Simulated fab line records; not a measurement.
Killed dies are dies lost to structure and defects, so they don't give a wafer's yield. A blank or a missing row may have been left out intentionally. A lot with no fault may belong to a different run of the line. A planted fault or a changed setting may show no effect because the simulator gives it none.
A lot that was struck, set against a sound lot + flow nand-harc + 26 steps out of a route of 1302
Sound: the wafers L317.1, L317.3, L317.6. Struck: wafer L322.2. (L322.3, L322.5 of the same lot were not struck and are left out.) The cause comes at the end.
Order at every step that has rows: each side's tool, ch and its chambers, its first start. Under that, the readings that differ: sound wafers + struck wafers + difference of the means + sigmas: that difference in standard deviations of wafers without a fault.
alike: a reading whose means differ by less than 2 such deviations, as well as words and numbers matching on both sides. not compared: withheld readings; readings where some wafer has no value; bounds like >300 that might hide an equal value; numbers whose values overlap and for which the record gives no deviation.
A row with sigmas, a row that says differs or no value, or rows on one side alone: a step with any of these is where the two part. When numbers do not overlap yet have no deviation, they are printed without sigmas and do not part them. Lack of a reading on every wafer of one side parts them only where that side has two or more wafers.

NHARC_A_M0_PRE_CLEAN_29: time 30 s.
  sound on pvd-sputter-01; struck on pvd-sputter-02
| reading            | sound       | struck | difference | sigmas |
|--------------------|-------------|--------|------------|--------|
| heater-power-w (W) | 346 355 356 | 460    | +108       | +2     |
NHARC_A_M0_PVD_20: deposits TaN, target thk 5 nm, time 8.06 s.
  sound on pvd-sputter-01; struck on pvd-sputter-02
  alike: throttle-valve-pct
then, 2 steps without rows for these wafers: NHARC_A_M0_PVD_21 (deposits Cu, target thk 30 nm, time 20.49 s); NHARC_A_M0_ECD_22 (material Cu, target thk 400 nm).
NHARC_A_M0_ANNEAL_30: time 90 s.
  sound on rtp-anneal-01 ch 0, day 22 20:31; struck on rtp-anneal-01 ch 0, day 25 07:59
  alike: wafer_temp_C_max
then, 1 step without rows for these wafers: NHARC_A_M0_CMP_23 (polishes, t overpolish 20 s, target thk 113.75 nm).
NHARC_A_M0_THK_MEAS_24: measures by xrf.
  struck on film-metro-02, day 25 08:35; sound on film-metro-01, day 22 21:11
  alike: thk-nm
following that, these wafers have no rows for 1 step: NHARC_A_M0_SRD_25.
NHARC_A_M0_INSPECT_27:
  struck on defect-inspect-02, day 25 08:45; sound on defect-inspect-02, day 22 21:20
  alike: raw-defect-count
then, 1 step without rows for these wafers: NHARC_A_M0_PRE_CLEAN_31 (time 12 s).
NHARC_A_M0_DEP_32: deposits SiCN, target thk 30 nm.
  sound on pecvd-01 ch 0,2, day 22 21:29; struck on pecvd-02 ch 2, day 25 08:54
  alike: heater-power-outer-w, heater-power-w
NHARC_A_M1_DEP_00: deposits SiOC, target thk 182.5 nm.
  sound on pecvd-04 ch 1,2, day 22 21:57; struck on pecvd-04 ch 0,1,2, day 25 09:19
then, 9 steps without rows for these wafers: NHARC_A_M1_DEHYDRATE_01 (time 120 s); NHARC_A_M1_HMDS_02 (time 30 s); NHARC_A_M1_COAT_34 (time 65 s); NHARC_A_M1_COAT_03 (resist thk 90 nm); NHARC_A_M1_SOFTBAKE_04 (time 55 s); NHARC_A_M1_EBR_05; NHARC_A_M1_EXPOSE_06 (exposes mask A M1, target cd 120 nm); NHARC_A_M1_PEB_07 (peb time 65 s); NHARC_A_M1_DEVELOP_08 (develop time 35 s).
NHARC_A_M1_CD_MEAS_09 targets a cd of 120 nm.
  sound on cd-sem-03 ch 0, day 22 22:44; struck on cd-sem-01 ch 0, day 25 10:08
  alike: cd-nm
NHARC_A_M1_OVL_MEAS_10: pitch 240 nm.
  struck on overlay-01, day 25 10:14; sound on overlay-01, day 22 22:50
  alike: overlay-x-nm, overlay-y-nm
NHARC_A_M1_INSPECT_11:
  struck on defect-inspect-02, day 25 10:16; sound on defect-inspect-01, day 22 22:53
| reading          | sound     | struck | difference | sigmas |
|------------------|-----------|--------|------------|--------|
| raw-defect-count | 94 93 112 | 971    | +871       | +24    |
NHARC_A_M1_DESCUM_14: chemistry O2, time 3 s.
  sound on rie-diel-11 ch 0,2,3, day 22 22:58; struck on rie-diel-10 ch 2, day 25 10:20
  alike: drypump-motor-current-A, oes-product-au, rf-vpp-V, showerhead-plenum-p-Torr, throttle-valve-pct
  not compared: rf-hours-counter-h
NHARC_END_SORT_01:
  the record has rows for the struck wafers here (prober-02 ch 0, day 27 01:37) and none for the sound ones

WHERE THEY PART
Last at NHARC_END_SORT_01 as far as this record goes, first at NHARC_A_M0_PRE_CLEAN_29.

WHY: whatever the simulator had introduced
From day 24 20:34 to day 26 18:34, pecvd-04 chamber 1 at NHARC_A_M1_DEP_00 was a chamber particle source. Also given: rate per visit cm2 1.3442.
